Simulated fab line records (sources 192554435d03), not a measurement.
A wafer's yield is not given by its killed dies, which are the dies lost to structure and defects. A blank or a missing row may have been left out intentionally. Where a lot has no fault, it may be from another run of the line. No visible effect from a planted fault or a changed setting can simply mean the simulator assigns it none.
Chamber matching | flow n5Finfet | N5_BEOL_M4_ETCH_64 on rieDiel-01: 4 sister chambers
The step etches SOC in N2/H2, target depth 75 nm, overetch 22.5 nm, time 121.9 s. 14 wafers are shown with their chamber, then 7 later ones without.

WAFERS WITH THEIR CHAMBER
wafer  | chamber | drypumpMotorCurrentA (A) | showerheadPlenumPTorr (Torr) | throttleValvePct (%)
L074.2 | 3       | 6.5                      | 2.70                         | 17.48
L074.3 | 0       | 5.6                      | 2.51                         | 17.94
L074.5 | 0       | 5.6                      | 2.51                         | 17.93
L075.1 | 1       | 5.7                      | 2.50                         | 17.66
L075.3 | 2       | 5.1                      | 2.67                         | 18.13
L075.5 | 2       | 5.1                      | 2.67                         | 18.13
L080.2 | 1       | 5.8                      | 2.49                         | 17.65
L080.3 | 0       | 5.6                      | 2.50                         | 17.97
L080.4 | 3       | 6.5                      | 2.69                         | 17.51
L085.1 | 1       | 5.7                      | 2.49                         | 17.67
L085.4 | 3       | 6.5                      | 2.69                         | 17.53
L085.5 | 0       | 5.6                      | 2.50                         | 17.97
L086.2 | 2       | 5.1                      | 2.66                         | 18.18
L086.4 | 1       | 5.8                      | 2.49                         | 17.69

SIGNATURES (averages over the wafers above)
reading               | chamber 0 | chamber 1 | chamber 2 | chamber 3 | scatter within a chamber
drypumpMotorCurrentA  | 5.600     | 5.750     | 5.100     | 6.500     | 0.0316
showerheadPlenumPTorr | 2.5050    | 2.4925    | 2.6667    | 2.6933    | 0.00555
throttleValvePct      | 17.9525   | 17.6675   | 18.1467   | 17.5067   | 0.0225
Rule: for a wafer and a chamber, the distance is found by dividing, reading by reading, the gap between the wafer's reading and the chamber's mean by the reading's scatter, squaring, summing and taking the root. If the next closest chamber is less than 2 further off than the closest, the wafer can't be placed; otherwise it belongs to the closest. The scatter: take each reading less its chamber's mean, square it, sum over the shown wafers, divide by the number of wafers less the number of chambers, and take the root.

WAFERS WITHOUT THEIR CHAMBER
wafer  | drypumpMotorCurrentA (A) | showerheadPlenumPTorr (Torr) | throttleValvePct (%)
L086.6 | 5.7                      | 2.50                         | 17.99
L091.3 | 6.5                      | 2.68                         | 17.55
L091.4 | 5.6                      | 2.49                         | 18.01
L091.6 | 5.1                      | 2.66                         | 18.19
L095.1 | 5.8                      | 2.48                         | 17.72
L095.4 | 5.6                      | 2.49                         | 18.01
L095.5 | 5.6                      | 2.49                         | 18.02

THE CHAMBER EACH PASSED THROUGH
wafer  | from the rows above | in truth
L086.6 | 0                   | 0
L091.3 | 3                   | 3
L091.4 | 0                   | 0
L091.6 | 2                   | 2
L095.1 | 1                   | 1
L095.4 | 0                   | 0
L095.5 | 0                   | 0
7 of 7 placed correctly. Not placeable from these rows: 0. Placed wrongly: 0.
